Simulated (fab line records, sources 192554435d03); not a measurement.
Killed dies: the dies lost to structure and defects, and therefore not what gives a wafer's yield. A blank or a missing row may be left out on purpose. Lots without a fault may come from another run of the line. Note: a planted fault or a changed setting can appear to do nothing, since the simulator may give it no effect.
fab line records + flow n5_finfet
[record]
- lots = 4
- wafers = 12
- last_day = 14
route steps=1938 shown BEOL_M11@1580 BEOL_M12@1602 PASSIVATION@1936
lots untouched by any fault: they come from a run of this same line in which no faults occurred
start_h: hours from the record's first day to the start of the lot's first wafer shown + wait_h: hours from the lot's prior step to this one + " unchanged from the row above + L1.1+2: one row covering several wafers at once + - value missing, or start not given + * or withheld: withheld + < > ~ a bound
route shown NAME@n: names a module that has steps shown in the file, with the first one's number in the route + usual: mean/standard deviation taken from wafers without a fault + same: alike in all rows + chamber/n: place in a boat + sites: per-site readings + _std_site: standard deviation across them + _edge_site: mean of outer sites minus mean of inner sites + radius_mm: for every site, how far away it sits from the centre of the wafer + mask NAME#n: copy n + behind: the tool/chamber that last shaped the wafer + hold: why the lot was held/for how many hours/how that ended + device: names the non-switching transistor (n, p or np) + end of line: tests of these same wafers at the route's end + a step given without rows: its recipe and nothing more + killed: the dies lost at the first sort to structure and to defects; this is not the yield of the wafer + map: dies across one wafer; x = killed, . = not, _ = none there
set.NAME: the setting the step ran with; set.NAME@STEP: the setting that earlier step ran with + model.NAME: the simulator's own value behind a step, which no gauge read
lots seen at some steps along the route; tables by step, rows by wafer
services: a tool's chamber out of use, with start hour (start_h, from the record's first day; less than 0 if before it), hours out, and reason
[[steps]]
[step N5_BEOL_M11_STRIP_77]
[recipe]
- chemistry = N2/H2
- time_s = 10
- power_w = 450
- temp_c = 40
- pressure_mtorr = 20
- rf_frequency_hz = 6e+07
- bias_power_w = 7
- n2_flow_sccm = 200
- h2_flow_sccm = 200
[step N5_BEOL_M11_HM_STRIP_39]
[recipe]
- chemistry = peroxide_tin_strip
- material = TiN
- target_depth_a = 250
- temp_c = 50
- time_s = 158
[step N5_BEOL_M11_SRD_40]
[recipe]
- time_s = 30
- temp_c = 23
- rinse_liquid = diw
- dry = ipa_marangoni
[step N5_BEOL_M11_PRECLEAN_42]
[recipe]
- chemistry = residue_remover
- time_s = 60
- temp_c = 40
[step N5_BEOL_M11_SRD_43]
[recipe]
- time_s = 30
- temp_c = 23
- rinse_liquid = diw
- dry = ipa_marangoni
[step N5_BEOL_M11_CURE_72]
[recipe]
- temp_c = 370
- time_s = 120
- ambient = DMADMS/He
- material = SiCOH_lowk
[step N5_BEOL_M11_DEGAS_44]
[recipe]
- ambient = vacuum
- temp_c = 250
- time_s = 60
[step N5_BEOL_M11_PRE_CLEAN_45]
[recipe]
- gas = H2/He
- time_s = 30
- temp_c = 250
[step N5_BEOL_M11_ALD_74]
[recipe]
- material = TaN
- target_thk_a = 20
- temp_c = 275
- ald_precursor_family = PDMAT
- ald_co_reactant = NH3
- pressure_torr = 3
- carrier_flow_sccm = 1500
- pulse_time_s = 2
- purge_time_s = 3
- co_reactant_purge_time_s = 2
- co_reactant_pulse_time_s = 3
- ald_cycles = 40
- precursor_vessel_temp_c = 75
- precursor_vessel_pressure_torr = 26.25
- precursor_vessel_carrier_sccm = 1000
[step N5_BEOL_M11_SURFACE_TREAT_76]
[recipe]
- gas = Ar
- time_s = *
- ion_energy_ev = *
- ion_current_ma_cm2 = 0.5
- pressure_mtorr = *
- ar_flow_sccm = 30
[step N5_BEOL_M11_CVD_75]
[recipe]
- material = Co
- target_thk_a = 20
- temp_c = withheld
- precursor = CCTBA/H2
- pressure_torr = 30
- time_s = 138.9
| lot.wafer  | tool      | chamber | start_h | wait_h |
|------------|-----------|---------|---------|--------|
| L874.3+4+6 | cvd_co-01 | 0,2,2   | 218.45  | 0.1    |
| L877.1+2+6 | cvd_co-02 | 0,2,2   | 243.31  | 0.0    |
| L882.2+5+6 | cvd_co-01 | 2,0,1   | 286.25  | 0.3    |
| L884.1+2+4 | cvd_co-01 | 0,1,2   | 294.08  | 0.0    |
[step N5_BEOL_M11_SPUTTER_48]
[recipe]
- material = Cu
- target_thk_a = 120
- temp_c = -20
- bias_v = 60
- power_w = 26000
- chamber_pressure_pa = 0.13
- time_s = 2
[step N5_BEOL_M11_ECD_50]
[recipe]
- material = Cu
- target_thk_a = 3180
[step N5_BEOL_M11_ANNEAL_51]
[recipe]
- temp_c = 225
- time_s = 90
- ambient = N2
[step N5_BEOL_M11_CMP_52]
[recipe]
- stop_on = SiCOH_lowk
- t_overpolish_s = 7
- down_force_psi = 1
- platen_rpm = 50
- clearing_platen_down_force_psi = 1.5
- clearing_platen_rpm = 50
- post_cmp_clean = cu_alkaline
- target_thk_nm = 140
- clearing_platen_pad_velocity_m_s = 0.99484
- pad_velocity_m_s = 0.99484
[step N5_BEOL_M11_PRE_CLEAN_55]
[recipe]
- gas = NH3
- time_s = 15
- temp_c = withheld
- rf_power_w = 300
[step N5_BEOL_M11_DEP_56]
[recipe]
- material = SiCN
- target_thk_a = 300
- temp_c = withheld
- precursor = 3MS/NH3
- pressure_torr = 3
- rf_w = 675
- time_s = 10.5
[step N5_BEOL_M12_ILD_DEP_00]
[recipe]
- material = SiOC
- target_thk_a = 6589.2
- temp_c = 350
- precursor = DEMS/O2
- pressure_torr = 5
- rf_w = 500
- time_s = 130.7
[step N5_BEOL_M12_COAT_58]
[recipe]
- resist = BARC
- temp_c = 205
- time_s = 60
- spin_rpm = 1500
- resist_thk_nm = 89
[step N5_BEOL_M12_COAT_04]
[recipe]
- spin_rpm = 1625
- resist_thk_nm = 400
[step N5_BEOL_M12_EBR_06]
[recipe]
- solvent = PGMEA
- ebr_width_mm = 1.5
[step N5_BEOL_M12_SOFTBAKE_05]
[recipe]
- temp_c = 130
- time_s = 60
[step N5_BEOL_M12_EXPOSE_07]
[recipe]
- mask_id = V11
- na = 0.93
- source_shape = conventional
- sigma_outer = 0.6
- polarization = unpolarized
- attpsm_phase_deg = 180
- dose_mj = 32.5
[step N5_BEOL_M12_PEB_08]
[recipe]
- peb_temp_c = 130
- peb_time_s = 90
[step N5_BEOL_M12_DEVELOP_09]
[recipe]
- develop_time_s = 45
- rinse_liquid = diw
- dry = air_spin
- dev_temp_c = 21
[step N5_BEOL_M12_HARDBAKE_14]
[recipe]
- temp_c = 130
- time_s = 120
[step N5_BEOL_M12_DESCUM_15]
[recipe]
- chemistry = O2
- time_s = 7.9
- source_power_w = 50
- bias_power_w = 20
- pressure_mtorr = 20
- rf_frequency_hz = 2.712e+07
- temp_c = 40
- o2_flow_sccm = 225
[step N5_BEOL_M12_ETCH_59]
[recipe]
- chemistry = N2/H2
- target = BARC
- target_depth_a = 890
- overetch_a = 267
- time_s = 67.9
- ion_energy_ev = 200
- pressure_mtorr = 30
- source_w = 840
- bias_w = 150
- n2_flow_sccm = 200
- h2_flow_sccm = 200
[step N5_BEOL_M12_VIA_ETCH_16]
[recipe]
- chemistry = C4F8/O2/Ar
- target = SiOC
- pressure_mtorr = 30
- source_w = 3000
- bias_w = 700
- Ar_flow_sccm = 400
- C4F8_flow_sccm = 15
- O2_flow_sccm = 8
- he_inner_torr = 15
- he_outer_torr = 30
- target_depth_a = 7248
- time_s = withheld
- ion_energy_ev = 250
- ends = cleared
[step N5_BEOL_M12_STRIP_63]
[recipe]
- chemistry = N2/H2
- power_w = 1000
- temp_c = 250
- h2_frac = 0.65
- overash_fraction = 0.3
- pressure_mtorr = 1000
- n2_flow_sccm = 1750
- h2_flow_sccm = 3250
[step N5_BEOL_M12_STRIP_64]
[recipe]
- chemistry = N2/H2
- power_w = 1000
- temp_c = 250
- h2_frac = 0.65
- overash_fraction = 0.3
- pressure_mtorr = withheld
- n2_flow_sccm = 1750
- h2_flow_sccm = 3250
[step N5_BEOL_M12_STRIP_71]
[recipe]
- chemistry = post_etch_residue_remover
- time_s = 60
- temp_c = 25
- remover_ph = withheld
- remover_water_wt_pct = withheld
- remover_fluoride_wt_pct = withheld
[step N5_BEOL_M12_SRD_72]
[recipe]
- time_s = 30
- temp_c = 23
- rinse_liquid = diw
- dry = n2_spin
- spin_rpm = 1500
- dry_time_s = 30
[step N5_PASSIVATION_PROBE_49]
[usual]
- defect_limited_yield = 91.5/1.5
- killed_at_M0_to_M3 = 32/10
- killed_at_M4_up = 13/4.9
- killed_at_contacts = 13/6.1
- killed_at_front_end = 38/11
- killed_at_other = 3/3.2
- killed_dies = 101/18
- killed_open = 66/13
- killed_short = 32/8.3
- sort_bin_5_function = 5.0/1
- sort_bin_6_memory = 3.2/0.74
- sort_bin_8_speed = 0.1/1.1
- sort_n_pass = 1078/22
- sort_yield_pct = 91.3/1.9
[same]
- gross_dies = 1180
- killed_at_back_side = 0
- sort_bin_4_leakage[%] = 0
| lot.wafer | tool      | chamber | start_h | wait_h | defect_limited_yield[%] | killed_at_M0_to_M3 | killed_at_M4_up | killed_at_contacts | killed_at_front_end | killed_at_other | killed_dies | killed_open | killed_short | sort_bin_5_function[%] | sort_bin_6_memory[%] | sort_bin_8_speed[%] | sort_n_pass | sort_yield_pct[%] |
|-----------|-----------|---------|---------|--------|-------------------------|--------------------|-----------------|--------------------|---------------------|-----------------|-------------|-------------|--------------|------------------------|----------------------|---------------------|-------------|-------------------|
| L882.2    | prober-02 | -       | 329.46  | 0.1    | 83.0                    | 23                 | 112             | 10                 | 54                  | 2               | 201         | 51          | 31           | 9.1                    | 3.3                  | 0                   | 979         | 83.0              |
| L882.5    | prober-02 | -       | 329.61  | 0.2    | 80.3                    | 40                 | 165             | 6                  | 22                  | 0               | 233         | 36          | 40           | 13.0                   | 2.6                  | 0                   | 947         | 80.3              |
| L882.6    | prober-02 | -       | 329.66  | 0.3    | 79.7                    | 19                 | 174             | 9                  | 38                  | 0               | 240         | 54          | 26           | 12.4                   | 3.7                  | 0.3                 | 937         | 79.4              |
| L884.1    | prober-02 | -       | 335.35  | 0.0    | 79.8                    | 24                 | 155             | 2                  | 50                  | 7               | 238         | 39          | 50           | 11.9                   | 3.6                  | 0                   | 942         | 79.8              |
| L884.2    | prober-02 | -       | 335.40  | 0.1    | 79.2                    | 26                 | 152             | 14                 | 53                  | 0               | 245         | 60          | 30           | 12.4                   | 3.9                  | 0                   | 935         | 79.2              |
| L884.4    | prober-02 | -       | 335.50  | 0.2    | 81.1                    | 44                 | 106             | 13                 | 54                  | 6               | 223         | 77          | 47           | 10.4                   | 4.5                  | 0                   | 957         | 81.1              |
// killed by level:class
L882.2 BEOL_M11:unspecified=97 HKMG_FIN:area_etch=17 FIN_SAQP:geometric_particle:short=11 MOL_CONTACT_COAG:geometric_particle:open=9 BEOL_M4:geometric_particle:open=9 STI_FIN_REVEAL:geometric_particle:open=7 BEOL_M0_SAQP:geometric_particle:short=5 BEOL_M3:geometric_particle:open=5
L882.5 BEOL_M11:unspecified=154 BEOL_M0_SAQP:geometric_particle:short=12 BEOL_M0_SAQP:geometric_particle:open=8 FIN_SAQP:geometric_particle:short=6 BEOL_M1:geometric_particle:open=5 STI_FIN_REVEAL:geometric_particle:open=4 GATE_CUT:geometric_particle:short=4 MOL_CONTACT_COAG:geometric_particle:open=4
L882.6 BEOL_M11:unspecified=159 STI_FIN_REVEAL:geometric_particle:open=10 MOL_CONTACT_COAG:geometric_particle:open=9 FIN_SAQP:geometric_particle:short=7 BEOL_M4:geometric_particle:open=7 BEOL_M0_SAQP:geometric_particle:open=6 FIN_SAQP:geometric_particle:open=4 DUMMY_GATE:geometric_particle:open=4
L884.1 BEOL_M11:unspecified=146 GATE_CUT:geometric_particle:short=15 FIN_SAQP:geometric_particle:short=9 BEOL_M0_SAQP:geometric_particle:short=8 FIN_SAQP:geometric_particle:open=5 STI_FIN_REVEAL:geometric_particle:open=5 BEOL_M0_SAQP:geometric_particle:open=5 GATE_CUT:geometric_particle:open=4
L884.2 BEOL_M11:unspecified=146 FIN_SAQP:geometric_particle:open=13 MOL_CONTACT_COAG:geometric_particle:open=9 FIN_SAQP:geometric_particle:short=8 BEOL_M0_SAQP:geometric_particle:short=8 BEOL_M1:geometric_particle:open=8 HKMG_FIN:area_etch=8 GATE_CUT:geometric_particle:short=5
L884.4 BEOL_M11:unspecified=98 FIN_SAQP:geometric_particle:short=15 BEOL_M0_SAQP:geometric_particle:short=15 FIN_SAQP:geometric_particle:open=14 MOL_CONTACT_COAG:geometric_particle:open=10 BEOL_M0_SAQP:geometric_particle:open=7 BEOL_M2:geometric_particle:open=7 STI_FIN_REVEAL:geometric_particle:open=6
// map L882.6 (x killed, . not)
_________________...x.....x..________________
______________....x............._____________
___________....x............x....x.__________
__________........................x._________
________...............x....x........._______
_______...............x...............x______
______......................x...x......._____
_____.................x..x...............____
____....xx....................x....x......___
___...........................xx.........x.__
___......................x....x...........x__
__............x..........................x.._
__...x................x.......xx...........x_
_..............x.......x..........x........x.
_.........................x..................
_....................x..................x....
_......x......x..............x....x..........
_..x.....x.........x........xxxxx............
_......x..x.......x...x.xxxxxxxx....x.xx.....
_......x......x.x..x...xxxxxxxxxxx...........
_.......x.............xxxxxxxxxxxxxxx........
__....................xxxxxxxxxxxxx.xx......_
__..x...........x....xxxxxxxxxxxxxxxxx......_
___................xx.xxxxxxxxxxxxxxx.x....__
___...............x..xxxxxxxxxxxxxxxxx...x.__
____........x........xxxxxxxxxxxxxxxxx....___
_____.....x..x........xxxxxxxxxxxx.xx.x..____
______....x.x......x..xxxxxxxxxx.x..x..._____
_______..................xx.xxxx.xx....______
________....x...........x...xx.xx.x..._______
__________....x....xx...x..........._________
___________x................x......__________
______________.................._____________
_________________.....x......________________
// map L884.2 (x killed, . not)
_________________xx.........x________________
______________.x....x..........._____________
___________..x.....................__________
__________..x......................._________
________.......x.....x..........x....._______
_______.....x............x..x..........______
______..............x...x..............._____
_____...............x...x.....x........x.____
____.......................x..x..x........___
___...........x.x..x.................x.....__
___.......x................................__
__................x.....................x..._
__x.............x...........xx.....x.......x_
_...........x........x.x....x......x....x....
_....................x.x....x....x..........x
_........xx.........x...xx...................
_..................x.x..x.....x....x.xxx.....
_......................x..xx..xxxx....x......
_.x...x...............x...xxxxxx.x.x.........
_.......x.........xx...xxxxxxxxx.xx.x........
_...................x.xxxxxxxxxxxxx..........
__..x.....x....x......xxxxxxxxxxxxxx........_
__.........x..........xxxxxxxxxxxxxx.xx....._
___..................x.xxxxxxxxxxxxx..xx...__
___...................xxxxxxxxxxxxx........__
____..x..........x....xxxxxxxxxxxxxxx....x___
_____...........x...x.xxxxxxxxxxxxxx.....____
______.........x.xx....xxxxxxxxxxx......_____
_______...............xxxx..xx.xx.x...x______
________................xxx.x.xx..x..._______
__________.x.........x.......xx....._________
___________........x.......x.x...xx__________
______________.................x_____________
_________________............________________
[[services]]
| tool      | chamber | start_h | hours | kind   |
|-----------|---------|---------|-------|--------|
| cvd_co-01 | 1       | 194.93  | 65.5  | repair |
| cvd_co-01 | -       | 211.02  | 2.8   | pm     |
[[key]]
[first_sign]
- step = N5_PASSIVATION_PROBE_49
- reading = killed_at_M4_up
- direction = up
- sigmas = 27
- usual = 13
- struck = 144
[effect]
- step = N5_PASSIVATION_PROBE_49
- reading = defect_limited_yield
- direction = down
- sigmas = 7.2
- usual = 91.5
- struck = 80.5
[more_kills_born_at]
- N5_BEOL_M11_CVD_75@cvd_co-01 = 799
met_at N5_BEOL_M11_CVD_75
struck_wafers L882.2,L882.5,L882.6,L884.1,L884.2,L884.4
[baseline_loss]
- step = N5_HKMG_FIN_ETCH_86
- wafers = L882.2
onset_between 218.45 286.25
also_fits time
[earlier_fault]
- kind = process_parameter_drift
- tool = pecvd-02
- chamber = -
- onset_h = 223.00
- steps = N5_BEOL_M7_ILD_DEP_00
- channel = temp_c
- offset = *
- shape = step
- acts_in = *
- stated = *
[fault]
- kind = chamber_particle_source
- tool = cvd_co-01
- chamber = -
- onset_h = 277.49
- steps = N5_BEOL_M11_CVD_75
- rate_per_visit_cm2 = 2.0495
// baseline_loss: these wafers lose ten dies or more at that step, a loss of the line's own and not of a fault; the sort's usual values leave them out
